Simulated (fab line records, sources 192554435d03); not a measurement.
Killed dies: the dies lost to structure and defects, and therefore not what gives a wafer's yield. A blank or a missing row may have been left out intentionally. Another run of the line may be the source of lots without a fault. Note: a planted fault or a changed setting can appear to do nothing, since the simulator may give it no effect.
Split-lot study ; flow n5_finfet ; 7 lots, 21 wafers read, on a route of 1938 steps

## SPLIT DETAILS
At N5_BEOL_M0_SAQP_COAT_72 (time 60 s, resist thk 15 nm), the setting spin_rpm was moved away from the recipe's 1500 rpm on 7 of the 21 wafers read, by -9.0% to +9.4%. All remaining wafers had this setting at the recipe value.

## FROM THE SPLIT TO THE READING: what the file shows between them, 4 steps
- N5_BEOL_M0_SAQP_COAT_87: time 60 s, resist thk 5 nm
- N5_BEOL_M0_SAQP_COAT_34: resist thk 30 nm
- N5_BEOL_M0_SAQP_DESCUM_45: chemistry O2, time 7 s
- N5_BEOL_M0_SAQP_ETCH_88: etches underlayer in N2/H2, target depth 6.5 nm, time 5.2 s

## THE READING
etch.depth_nm (the simulator's own value, which no gauge read), in nm, at N5_BEOL_M0_SAQP_ETCH_73 (etches SiARC in CF4, target depth 19.5 nm, time 32.5 s). There is no usual value for it anywhere in the file. Here, 14 wafers ran the recipe; their average is 15.02 nm with a standard deviation of 0.034 nm.

wafer;tool, chamber at the split;spin_rpm as run, rpm;against the recipe;etch.depth_nm, nm;against lot-mates on the recipe
L080.2;litho_track-02, 0;1500;recipe;15.07;-
L080.4;litho_track-02, 0;1500;recipe;15.05;-
L080.6;litho_track-02, 0;1500;recipe;15.06;-
L082.1;litho_track-01, 0;1500;recipe;15;-
L082.2;litho_track-01, 0;1500;recipe;15.04;-
L082.3;litho_track-01, 0;1365;-9.0%;15.73;+0.71
L083.1;litho_track-02, 0;1500;recipe;15.04;-
L083.2;litho_track-02, 0;1500;recipe;15.02;-
L083.5;litho_track-02, 0;1500;recipe;14.96;-
L086.1;litho_track-04, 0;1500;recipe;15.07;-
L086.3;litho_track-04, 0;1637;+9.1%;14.39;-0.68
L086.6;litho_track-04, 0;1637;+9.1%;14.39;-0.68
L090.2;litho_track-01, 0;1500;recipe;15;-
L090.4;litho_track-01, 0;1641;+9.4%;14.35;-0.65
L090.6;litho_track-01, 0;1641;+9.4%;14.33;-0.67
L091.2;litho_track-01, 0;1500;recipe;14.98;-
L091.4;litho_track-01, 0;1500;recipe;14.99;-
L091.6;litho_track-01, 0;1500;recipe;15;-
L094.3;litho_track-04, 0;1500;recipe;14.99;-
L094.5;litho_track-04, 0;1400;-6.7%;15.53;+0.54
L094.6;litho_track-04, 0;1400;-6.7%;15.59;+0.60

FIT RESULTS
A straight line over all 21 wafers: etch.depth_nm changes by -0.0741 nm for each +1% of spin_rpm; r = -1.00; the points scatter about the line by 0.037 nm.
The same after taking each lot's own level away (the mean of its wafers on the recipe; 21 wafers): -0.076 nm for each +1%; r = -1.00; scatter 0.031 nm.
On that fit, the largest move of spin_rpm shifts the reading by 0.71 nm.
Across the lots, their own levels run from 14.990 to 15.070 nm, a range of 2.3 times the standard deviation given above.
Consequently the slope shifts little with the lot-to-lot level, the two slopes agreeing.
Check: with one of the wafers moved furthest among these (+9.4%) left out of the fit, the line predicts -0.713 nm for it against its lot-mates. It came out at -0.65 nm against them.

## FURTHER SPLITS ON THESE WAFERS
These wafers also went through other splits before the reading. Each is held against what the fit with the lots' levels taken away leaves over:
other split on the same wafers;wafers away from the commonest value;r with etch.depth_nm (lot level and that fit taken away)
N5_MOL_CONTACT_COAG_CVD_140 target_thk_a;6;+0.00
N5_BEOL_M0_SAQP_PECVD_96 time_s;8;-0.49
N5_BEOL_M0_SAQP_ETCH_107 bias_w;3;-0.05

## THE WHOLE CHAIN: every reading that the file lists as answering this split, in the file's order
step;what it does;reading;change (the file's fit);r (the file's)
N5_BEOL_M0_SAQP_COAT_72;time 60 s, resist thk 15 nm;SiARC_of_BEOL_M0_SAQP_COAT_72.thk_nm (the simulator's own value, which no gauge read);-0.0751 nm for each +1% of the setting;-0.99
N5_BEOL_M0_SAQP_ETCH_73;etches SiARC in CF4, target depth 19.5 nm, time 32.5 s;etch.depth_nm (the simulator's own value, which no gauge read);-0.076 nm for each +1% of the setting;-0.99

## FILE'S OWN FIT
etch.depth_nm changes by -0.076 nm for each +1% of spin_rpm, r = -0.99.
